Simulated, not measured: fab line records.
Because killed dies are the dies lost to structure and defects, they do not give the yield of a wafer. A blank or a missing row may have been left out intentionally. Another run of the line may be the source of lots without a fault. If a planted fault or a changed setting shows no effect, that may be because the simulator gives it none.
fab line records	flow n5Finfet
record lots=11	wafers=29	lastDay=19
route steps=1938 shown BEOL_M8@1394 BEOL_M9@1419 PASSIVATION@1936
lots that met no fault: taken from a fault-free run of the same line
startH: hours from the record's opening day to when the first of the lot's shown wafers began	waitH: time in hours since the lot's previous step	" unchanged from the row above	L1.1+2: several wafers, shown together as one row	- either no value or no given start	* or withheld: withheld	< > ~ a bound
route shown NAME@n: NAME is a module with steps in the file, n the number in the route of the first one	usual: mean and standard deviation over wafers with no fault	same: alike in all rows	chamber/n: place in a boat	sites: per-site readings	_std_site: standard deviation across them	_edge_site: inner sites' mean taken away from outer sites' mean	radiusMm: for every site, how far away it sits from the centre of the wafer	mask NAME#n: copy n	behind: the tool/chamber that last shaped the wafer	hold: cause of the lot's hold/its duration in hours/its outcome	device: the transistor (n, p or np) that didn't switch	end of line: the route-end tests of the same wafers	for a step that has no rows: nothing shown but its recipe	killed: dies lost to structure and defects at the first sort, not the wafer's yield	map: a wafer's dies, marking killed ones x, the rest . and places with no die _
set.NAME: the setting that was run; set.NAME@STEP: the one run at that earlier step	model.NAME: the simulator's own value behind a step, which no gauge read
the route's steps for a sample of lots (tables are steps, rows are wafers)
services: the hour from which a tool's chamber was out of use, counted from the record's first day as startH (under 0 if before that day), plus the number of hours and why
## steps
# step N5_BEOL_M8_ANNEAL_51
# recipe tempC=225	timeS=90	ambient=N2
# usual wafer_temp_C_max=226.4/0.31
lot.wafer	tool	chamber	startH	waitH	wafer_temp_C_max
L297.3	rtpAnneal-01	0	218.07	0.3	226.2
L297.4	"	0	"	"	226.0
L299.1	rtpAnneal-01	0	268.97	0.1	226.2
L299.5	"	0	"	"	226.2
L300.3	rtpAnneal-01	0	270.06	0.1	226.6
L300.6	"	0	"	"	226.5
L298.1	rtpAnneal-01	0	277.43	0.6	226.1
L298.5	"	0	"	"	226.2
L298.6	"	0	"	"	226.1
L302.1	rtpAnneal-01	0	290.20	0.5	226.2
L302.3	"	0	"	"	225.9
L302.4	"	0	"	"	226.1
L304.1	rtpAnneal-02	0	300.37	0.1	226.7
L304.2	"	0	"	"	226.2
L304.5	"	0	"	"	226.5
L315.1	rtpAnneal-02	0	354.59	0.5	226.3
L315.3	"	0	"	"	227.0
L312.1	rtpAnneal-01	0	358.13	0.1	226.4
L312.2	"	0	"	"	226.0
L312.4	"	0	"	"	226.2
L316.1	rtpAnneal-02	0	366.30	0.1	226.8
L316.2	"	0	"	"	226.8
L316.5	"	0	"	"	226.7
L317.1	rtpAnneal-02	0	372.67	0.8	226.7
L317.5	"	0	"	"	226.6
L317.6	"	0	"	"	226.4
L318.3	rtpAnneal-02	0	382.53	0.2	226.6
L318.5	"	0	"	"	226.4
L318.6	"	0	"	"	226.9
# step N5_BEOL_M8_DEP_56
# recipe material=SiCN	targetThkA=100	tempC=withheld	precursor=3MS/NH3	pressureTorr=3	rfW=202	timeS=17.5
# usual chamberPressureTorr=3.001/0.0068	rfFwdPowerW=200.1/0.67	showerheadPlenumPTorr=3.667/0.013	throttleValvePct=9.3/0.52
lot.wafer	tool	chamber	startH	waitH	chamberPressureTorr	rfFwdPowerW	showerheadPlenumPTorr	throttleValvePct
L297.3	pecvd-04	0	218.64	0.0	3.002	200.3	3.641	8.8
L297.4	"	1	"	"	2.998	200.8	3.682	9.9
L299.1	pecvd-02	2	269.64	0.0	2.996	199.9	3.662	9.1
L299.5	"	0	"	"	2.996	201.3	3.683	9.2
L300.3	pecvd-01	0	270.63	0.0	3.006	201.0	3.671	9.6
L300.6	"	1	"	"	2.998	200.8	3.659	9.6
L298.1	pecvd-02	2	278.10	0.0	2.992	200.6	3.677	8.8
L298.5	"	2	"	"	2.994	200.6	3.671	8.6
L298.6	"	0	"	"	2.997	199.2	3.680	9.1
L302.1	pecvd-01	1	290.86	0.0	3.000	200.7	3.668	9.9
L302.3	"	2	"	"	2.999	199.9	3.666	8.9
L302.4	"	2	"	"	3.003	199.6	3.665	9.0
L304.1	pecvd-04	2	301.03	0.0	3.000	198.6	3.646	8.6
L304.2	"	0	"	"	3.003	199.6	3.642	8.7
L304.5	"	2	"	"	2.991	199.0	3.649	8.3
L315.1	pecvd-01	2	355.24	0.0	2.997	199.8	3.670	9.0
L315.3	"	0	"	"	2.996	200.9	3.688	9.7
L312.1	pecvd-01	0	358.80	0.0	2.993	200.4	3.682	9.8
L312.2	"	2	"	"	3.009	200.5	3.667	8.8
L312.4	"	2	"	"	3.005	200.3	3.658	8.9
L316.1	pecvd-02	0	366.95	0.0	2.999	200.8	3.687	9.1
L316.2	"	2	"	"	3.002	199.3	3.661	8.9
L316.5	"	0	"	"	2.996	200.8	3.672	9.2
L317.1	pecvd-04	2	373.32	0.0	3.012	199.7	3.651	8.5
L317.5	"	2	"	"	3.014	198.6	3.648	8.4
L317.6	"	0	"	"	3.009	200.4	3.640	8.8
L318.3	pecvd-01	0	383.09	0.0	2.996	200.7	3.678	9.7
L318.5	"	1	"	"	3.011	199.7	3.675	9.8
L318.6	"	0	"	"	3.010	201.0	3.690	9.5
# step N5_BEOL_M8_INSPECT_58
# recipe inspectInstrument=darkfield	mode=postDep
# usual rawDefectCount=75/22
lot.wafer	tool	chamber	startH	waitH	rawDefectCount
L297.3	defectInspect-02	-	218.73	0.0	25
L297.4	"	-	"	"	62
L299.1	defectInspect-02	-	269.73	0.0	92
L299.5	"	-	"	"	76
L300.3	defectInspect-02	-	270.73	0.0	69
L300.6	"	-	"	"	77
L298.1	defectInspect-01	-	278.19	0.0	56
L298.5	"	-	"	"	63
L298.6	"	-	"	"	73
L302.1	defectInspect-02	-	290.95	0.0	116
L302.3	"	-	"	"	79
L302.4	"	-	"	"	99
L304.1	defectInspect-01	-	301.12	0.0	60
L304.2	"	-	"	"	105
L304.5	"	-	"	"	121
L315.1	defectInspect-01	-	355.34	0.0	71
L315.3	"	-	"	"	67
L312.1	defectInspect-02	-	358.92	0.0	66
L312.2	"	-	"	"	70
L312.4	"	-	"	"	62
L316.1	defectInspect-01	-	367.05	0.0	80
L316.2	"	-	"	"	74
L316.5	"	-	"	"	121
L317.1	defectInspect-02	-	373.42	0.0	66
L317.5	"	-	"	"	60
L317.6	"	-	"	"	85
L318.3	defectInspect-02	-	383.19	0.0	70
L318.5	"	-	"	"	35
L318.6	"	-	"	"	100
# step N5_BEOL_M9_ETCH_62
# recipe chemistry=N2/H2	target=SOC	targetDepthA=1100	overetchA=220	maskMaterial=SiARC	tempC=40	timeS=165	ionEnergyEv=200	pressureMtorr=30	sourceW=840	biasW=150	n2FlowSccm=200	h2FlowSccm=200
# usual drypumpMotorCurrentA=5.74/0.28	n2FlowSccm=200.0/0.66	oesProductAu=0.66/0.067	rfFwdPowerW=837.4/2.5	rfVppV=523.2/2.5	showerheadPlenumPTorr=2.52/0.09	throttleValvePct=17.79/0.29
lot.wafer	tool	chamber	startH	waitH	drypumpMotorCurrentA	n2FlowSccm	oesProductAu	rfFwdPowerW	rfHoursCounterH	rfVppV	showerheadPlenumPTorr	throttleValvePct
L297.3	rieDiel-01	0	220.78	0.0	5.66	200.1	0.69	836.6	79	522.3	2.46	17.36
L297.4	"	2	"	"	5.67	200.7	0.60	835.7	217	526.6	2.63	18.15
L299.1	rieDiel-01	0	272.36	0.0	5.67	200.1	0.68	836.7	96	521.8	2.46	17.40
L299.5	"	0	"	"	5.66	199.8	0.67	834.3	-	520.7	2.46	17.37
L300.3	rieDiel-01	0	272.65	0.0	5.69	200.7	0.68	837.1	96	521.3	2.46	17.36
L300.6	"	3	"	"	5.85	200.1	0.75	835.9	-	525.2	2.56	17.23
L298.1	rieDiel-05	2	280.74	0.0	5.66	200.6	0.82	833.1	4	523.0	2.50	17.73
L298.5	"	1	"	"	5.18	200.6	0.60	838.1	-	520.4	2.40	17.94
L298.6	"	2	"	"	5.67	200.0	0.82	832.1	-	522.4	2.50	17.74
L302.1	rieDiel-05	3	295.24	0.0	5.79	199.7	0.68	839.8	118	520.7	2.46	17.55
L302.3	"	0	"	"	5.79	201.8	0.60	838.0	217	523.6	2.50	17.87
L302.4	"	3	"	"	5.76	199.0	0.67	841.3	-	522.4	2.46	17.54
L304.1	rieDiel-01	0	303.96	0.0	5.65	200.0	0.67	833.4	106	520.2	2.45	17.39
L304.2	"	1	"	"	6.15	199.7	0.68	836.4	99	523.7	2.58	17.98
L304.5	"	2	"	"	5.67	199.9	0.58	836.8	-	526.0	2.62	18.21
L315.1	rieDiel-05	0	357.64	0.0	5.79	199.7	0.60	836.0	237	523.0	2.49	17.91
L315.3	"	3	"	"	5.77	200.4	0.67	834.4	138	521.0	2.45	17.59
L312.1	rieDiel-06	3	362.68	0.0	5.43	201.6	0.67	837.4	101	526.8	2.67	17.89
L312.2	"	1	"	"	6.26	199.3	0.84	836.0	1	530.3	2.73	17.24
L312.4	"	2	"	"	6.03	199.1	0.61	835.4	173	520.7	2.45	18.24
L316.1	rieDiel-06	0	369.99	0.0	5.89	201.0	0.60	834.9	202	525.6	2.61	18.01
L316.2	"	2	"	"	6.05	200.2	0.61	835.4	176	521.5	2.45	18.25
L316.5	"	3	"	"	5.38	200.2	0.66	837.0	-	527.1	2.67	17.89
L317.1	rieDiel-05	0	375.70	0.0	5.76	199.6	0.59	837.9	241	524.2	2.49	17.92
L317.5	"	0	"	"	5.76	199.8	0.59	839.2	-	522.2	2.49	17.90
L317.6	"	3	"	"	5.76	201.0	0.66	840.3	-	521.6	2.45	17.59
L318.3	rieDiel-06	2	386.80	0.0	6.03	199.8	0.60	835.9	181	520.1	2.45	18.26
L318.5	"	3	"	"	5.37	200.6	0.66	841.3	-	526.8	2.67	17.90
L318.6	"	0	"	"	5.90	199.8	0.60	835.8	-	526.7	2.61	18.02
# step N5_BEOL_M9_CD_MEAS_18
# recipe pitchNm=140	targetCdNm=70
# usual cdNm=70.0/0.74
lot.wafer	tool	chamber	startH	waitH	cdNm
L297.3	cdSem-02	-	221.49	0.1	69.7
L297.4	"	-	"	"	69.8
L299.1	cdSem-02	-	272.73	0.0	69.6
L299.5	"	-	"	"	70.1
L300.3	cdSem-03	-	273.02	0.1	70.0
L300.6	"	-	"	"	69.7
L298.1	cdSem-03	-	281.18	0.0	70.2
L298.5	"	-	"	"	69.6
L298.6	"	-	"	"	70.8
L302.1	cdSem-03	-	295.61	0.0	71.0
L302.3	"	-	"	"	68.8
L302.4	"	-	"	"	70.4
L304.1	cdSem-03	-	304.33	0.0	73.9
L304.2	"	-	"	"	68.3
L304.5	"	-	"	"	72.8
L315.1	cdSem-01	-	358.01	0.0	70.6
L315.3	"	-	"	"	70.3
L312.1	cdSem-02	-	363.05	0.0	70.7
L312.2	"	-	"	"	70.6
L312.4	"	-	"	"	70.4
L316.1	cdSem-03	-	370.37	0.1	71.8
L316.2	"	-	"	"	70.8
L316.5	"	-	"	"	70.0
L317.1	cdSem-01	-	376.07	0.0	70.6
L317.5	"	-	"	"	70.8
L317.6	"	-	"	"	70.6
L318.3	cdSem-02	-	387.17	0.1	70.1
L318.5	"	-	"	"	69.7
L318.6	"	-	"	"	70.8
# step N5_PASSIVATION_PROBE_49
# usual defectLimitedYield=91.2/1.4	killed_at_M0_to_M3=34/9.3	killed_at_M4_up=14/5.9	killedAtContacts=14/5.7	killedAtFrontEnd=38/10	killedAtOther=4/3.2	killedDies=104/17	killedOpen=67/13	killedShort=33/6.9	sort_bin_5_function=5.2/1	sort_bin_6_memory=3.3/0.61	sort_bin_8_speed=0.3/1.8	sortNPass=1069/52	sortYieldPct=91/4.4
# same grossDies=1180	killedAtBackSide=0	sort_bin_4_leakage[%]=0
lot.wafer	tool	chamber	startH	waitH	defectLimitedYield[%]	killed_at_M0_to_M3	killed_at_M4_up	killedAtContacts	killedAtFrontEnd	killedAtOther	killedDies	killedOpen	killedShort	sort_bin_5_function[%]	sort_bin_6_memory[%]	sort_bin_8_speed[%]	sortNPass	sortYieldPct[%]
L300.3	prober-01	-	332.25	0.1	92.5	27	14	15	31	2	89	55	32	4.4	2.9	0	1091	92
L300.6	prober-01	-	332.40	0.3	94.2	22	4	11	30	2	69	48	19	3.0	2.5	0	1107	94
L304.1	prober-01	-	371.95	0.0	90.5	42	24	3	43	0	112	79	31	5.4	3.6	0.1	1067	90
# killed by level:class
L300.3 MOL_CONTACT_COAG:geometricParticle:open=11 BEOL_M4:geometricParticle:open=7 FIN_SAQP:geometricParticle:short=6 DUMMY_GATE:geometricParticle:open=5 BEOL_M3:geometricParticle:open=5 BEOL_M0_SAQP:geometricParticle:open=5 GATE_CUT:geometricParticle:short=4 BEOL_M0_SAQP:geometricParticle:short=4
L300.6 MOL_CONTACT_COAG:geometricParticle:open=11 BEOL_M3:geometricParticle:open=8 GATE_CUT:geometricParticle:short=6 ILD0:geometricParticle:open=4 BEOL_M0_SAQP:geometricParticle:short=4 BEOL_M0_SAQP:geometricParticle:open=4 STARTING-WAFER:geometricParticle:open=4 STI_FIN_REVEAL:geometricParticle:open=3
L304.1 BEOL_M4:geometricParticle:open=10 BEOL_M0_SAQP:geometricParticle:open=9 BEOL_M2:geometricParticle:open=9 STI_FIN_REVEAL:geometricParticle:open=8 FIN_SAQP:geometricParticle:open=7 BEOL_M0_SAQP:geometricParticle:short=7 BEOL_M1:geometricParticle:open=6 DUMMY_GATE:geometricParticle:open=5
## services
tool	chamber	startH	hours	kind
pecvd-02	2	196.28	4.4	repair
rieDiel-01	1	226.27	14.9	repair
rieDiel-01	3	231.16	2.1	repair
pecvd-02	-	243.26	0.3	repair
rieDiel-01	1	243.55	4.0	repair
rieDiel-05	2	245.07	-	clean
rieDiel-05	2	245.07	-	consumableReplace:focusRing
rieDiel-05	2	245.07	17.8	scheduledDown
rieDiel-05	2	245.07	17.8	ventCycle
pecvd-04	2	262.03	15.0	repair
pecvd-04	-	269.34	2.8	pm
rieDiel-05	2	283.64	2.9	repair
pecvd-01	2	284.92	5.5	scheduledDown
rieDiel-05	2	290.80	7.5	repair
rieDiel-01	2	321.42	-	clean
rieDiel-01	2	321.42	-	consumableReplace:focusRing
rieDiel-01	2	321.42	26.0	scheduledDown
rieDiel-01	2	321.42	26.0	ventCycle
rieDiel-06	1	338.94	-	clean
rieDiel-05	2	344.91	8.1	repair
rieDiel-01	1	352.91	9.1	repair
pecvd-01	1	355.77	5.0	repair
rieDiel-01	0	360.33	9.2	repair
pecvd-04	-	363.16	6.0	pm
## key
firstSign step=N5_BEOL_M9_CD_MEAS_18	reading=cdNm	direction=up	sigmas=4.4	usual=70.0	struck=73.3
effect none on later readings
metAt N5_BEOL_M9_ETCH_62
struckLots L304
struckWafers L304.1,L304.5
notActingAt N5_BEOL_M8_ANNEAL_51,N5_BEOL_M8_DEP_56,N5_BEOL_M8_INSPECT_58
onsetBetween 272.65 303.96
fault kind=processParameterDrift	tool=rieDiel-01	chamber=-	onsetH=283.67	steps=N5_BEOL_M9_ETCH_62	channel=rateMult	offset=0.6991	shape=step	endH=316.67	scope=struckWafersOnly
